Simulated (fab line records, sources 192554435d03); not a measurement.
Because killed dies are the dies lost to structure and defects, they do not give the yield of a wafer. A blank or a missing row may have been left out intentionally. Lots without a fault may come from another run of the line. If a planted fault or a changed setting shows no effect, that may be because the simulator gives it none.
Chamber matching + flow n5_finfet + 4 sister chambers for N5_BEOL_M14_DESCUM_15 on rie_diel-02
The step chemistry O2, time 7.9 s. 4 wafers are shown with their chamber, then 10 later ones without.

## EACH WAFER AND ITS CHAMBER
| wafer  | chamber | drypump_motor_current_A (A) |
|--------|---------|-----------------------------|
| L086.1 | 2       | 5.7                         |
| L086.6 | 3       | 5.1                         |
| L089.1 | 1       | 6.2                         |
| L089.2 | 0       | 5.3                         |

## WAFERS WITHOUT THEIR CHAMBER
| wafer  | drypump_motor_current_A (A) |
|--------|-----------------------------|
| L089.6 | 5.1                         |
| L088.1 | 5.7                         |
| L088.4 | 5.2                         |
| L088.5 | 5.7                         |
| L087.1 | 5.7                         |
| L087.3 | 5.1                         |
| L087.4 | 5.2                         |
| L092.2 | 5.2                         |
| L092.4 | 6.1                         |
| L092.5 | 5.1                         |

## CHAMBER TAKEN BY EACH
| wafer  | from the rows above     | in truth |
|--------|-------------------------|----------|
| L089.6 | 3                       | 3        |
| L088.1 | 2                       | 2        |
| L088.4 | can't be placed: 0 or 3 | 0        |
| L088.5 | 2                       | 2        |
| L087.1 | 2                       | 2        |
| L087.3 | 3                       | 3        |
| L087.4 | can't be placed: 0 or 3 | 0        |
| L092.2 | can't be placed: 0 or 3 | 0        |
| L092.4 | 1                       | 1        |
| L092.5 | 3                       | 3        |
Placed correctly: 7 of 10. Not placeable from these rows: 3 (in 3, the candidates include the true chamber). 0 placed wrongly.
How it was worked out, from the rows above alone: a wafer's distance from a chamber is the root of the sum, over the readings, of the square of ((its reading less the chamber's mean) divided by the reading's scatter). If the next closest chamber is less than 2 further off than the closest, the wafer can't be placed; otherwise it belongs to the closest. A chamber's mean is the mean of its shown wafers. The scatter (one wafer shown for each chamber): square how far every hidden wafer sits from the nearest shown wafer, average those squares and take the square root.
